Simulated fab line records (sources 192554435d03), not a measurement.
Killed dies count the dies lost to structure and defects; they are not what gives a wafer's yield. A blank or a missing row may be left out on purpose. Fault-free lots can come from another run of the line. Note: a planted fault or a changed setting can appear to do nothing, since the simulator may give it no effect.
Chamber matching -- flow n5-finfet -- 4 sister chambers for N5_BEOL_M0_SAQP_ETCH_83 on rie-diel-03
The step etches SiARC in CF4, target depth 39 nm, time 65 s. 14 wafers are shown with their chamber, then 7 later ones without.

## WAFERS WITH THEIR CHAMBER
wafer,chamber,drypump-motor-current-A (A),showerhead-plenum-p-Torr (Torr),throttle-valve-pct (%)
L075.2,3,6.5,2.27,15.25
L075.3,2,5.8,2.16,15.43
L075.6,1,6.6,2.13,15.61
L078.2,2,5.8,2.16,15.43
L078.3,3,6.5,2.27,15.26
L078.5,1,6.6,2.13,15.62
L079.1,3,6.5,2.27,15.27
L079.5,3,6.5,2.27,15.27
L079.6,0,6.0,2.15,15.46
L086.1,1,6.6,2.12,15.67
L086.3,2,5.8,2.15,15.47
L086.6,1,6.6,2.12,15.65
L088.1,2,5.8,2.15,15.47
L088.4,0,6.1,2.15,15.50

SIGNATURES (averages over the wafers above)
reading,chamber 0,chamber 1,chamber 2,chamber 3,scatter within a chamber
drypump-motor-current-A,6.050,6.600,5.800,6.500,0.0224
showerhead-plenum-p-Torr,2.1500,2.1250,2.1550,2.2700,0.00447
throttle-valve-pct,15.4800,15.6375,15.4500,15.2625,0.0222
Rule: a wafer lies at a distance from a chamber equal to the root of the sum of squares, over the readings, of (its reading less the chamber's mean, divided by the reading's scatter). The wafer belongs to the nearest chamber; if the next one is less than 2 further off, it can't be placed. How the scatter is found: for the shown wafers, subtract from each reading the mean of its chamber, square and add these, divide the total by (wafers less chambers), then take the root.

## WAFERS WHOSE CHAMBER IS MISSING
wafer,drypump-motor-current-A (A),showerhead-plenum-p-Torr (Torr),throttle-valve-pct (%)
L088.5,6.6,2.12,15.66
L090.3,6.6,2.12,15.66
L090.4,6.1,2.15,15.51
L090.6,6.5,2.26,15.32
L097.2,5.8,2.14,15.51
L097.3,6.0,2.14,15.52
L097.6,5.8,2.14,15.51

## CHAMBER TAKEN BY EACH
wafer,from the rows above,in truth
L088.5,1,1
L090.3,1,1
L090.4,0,0
L090.6,3,3
L097.2,2,2
L097.3,0,0
L097.6,2,2
Correctly placed: 7 of 7. Can't be placed from these rows: 0. Number placed wrongly: 0.
